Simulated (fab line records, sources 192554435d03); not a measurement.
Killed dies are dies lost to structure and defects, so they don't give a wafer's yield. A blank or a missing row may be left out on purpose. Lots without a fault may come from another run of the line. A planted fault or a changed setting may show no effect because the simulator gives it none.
Problem report in the 8D (eight disciplines) form, filled by code | flow n5_finfet | the parts of the form that need people (team, actions taken, sign-off) are left out

1. THE PROBLEM
CJ_N at N5_BEOL_M4_RC_MEAS_101 reads a mean of 3.66 on 6 wafers of 2 lots; wafers without a fault read 4.35 with a standard deviation of 0.08. That is -8.6 standard deviations from the usual mean.
First seen on wafer L798.1, day 12 20:43, on prober-02. The record holds 27 wafers of 9 lots with a number at this step. Rule for "out", or "out of limits": more than 4 standard deviations from the usual mean. The other wafers with a number count as sound.

2. WHAT IT IS AND WHAT IT IS NOT
question                    | is                     | is not
which readings at this step | CJ_N, RS_PWELL         | DIBL_P, IOFF_P, ION_P, SS_N, VT_N, VT_P
which lots                  | L798, L800             | L781, L785, L787, L788, L793, L801, L803
which wafers of those lots  | all that have a number | -
read on which gauges        | prober-02              | prober-01
when                        | from day 12 20:43      | up to then (15 sound wafers); but 6 sound wafers of L801, L803 came after

3. SUSPECTS, AND WHAT RULES EACH OUT
Counting: a tool at a process step up to the reading stays a suspect if it ran every lot that is out and no sound lot after the first of them.
- the gauge at N5_BEOL_M4_RC_MEAS_101: ruled out. All the wafers that are out were read on prober-02, but those of them that N5_WELL_APT_IMPLANT_32 has rows for are out there too, on other tools.
- implanter-02 at N5_WELL_APT_IMPLANT_32: kept. It ran every lot that is out, first L798 (day 6 03:44), and no sound lot after that; its last sound lot up to then is L787 (day 3 09:27). Its own readings are out on those wafers: beam_energy_keV.
Left after counting: implanter-02 at N5_WELL_APT_IMPLANT_32.

4. THE CAUSE (what the simulator had put in)
Process parameter drift: implanter-02, from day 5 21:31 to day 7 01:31, at N5_WELL_APT_IMPLANT_32. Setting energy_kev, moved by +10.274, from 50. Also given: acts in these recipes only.
Counting left only this tool.

5. THE CHAIN OF EFFECTS, in route order
Each row: a reading whose mean over the struck wafers that have a number lies more than 3 standard deviations from the usual. Only readings for which the record gives a usual standard deviation are gone through. hours: the time from each lot's start at the first step in this table that gives one to its start at this step, as a median over the lots. sigmas: the change in usual standard deviations.
hours | step                   | reading         | usual       | on struck wafers | change  | sigmas
0     | N5_WELL_APT_IMPLANT_32 | beam_energy_keV | 50.002      | 60.257           | +10.255 | +99 or more
159   | N5_BEOL_M4_RC_MEAS_101 | CJ_N            | 4.35        | 3.66             | -0.69   | -8.6
159   | N5_BEOL_M4_RC_MEAS_101 | RS_PWELL        | 3009 ohm/sq | 2848             | -161    | -6.2
The process steps in it:
- N5_WELL_APT_IMPLANT_32

6. WHAT WOULD HAVE CAUGHT IT SOONER
In this record the first reading out of limits at a measuring or inspecting step was taken at day 12 20:43, 167 hours after the fault began at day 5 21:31.
The tool's own readings at N5_WELL_APT_IMPLANT_32 were out on every struck wafer that the step has a row for (beam_energy_keV): an alarm limit on them would have fired on the first of those.
All the lots that are out (2) had begun N5_WELL_APT_IMPLANT_32 on implanter-02 by day 12 20:43. A hold on the tool at that time would have spared none of them.
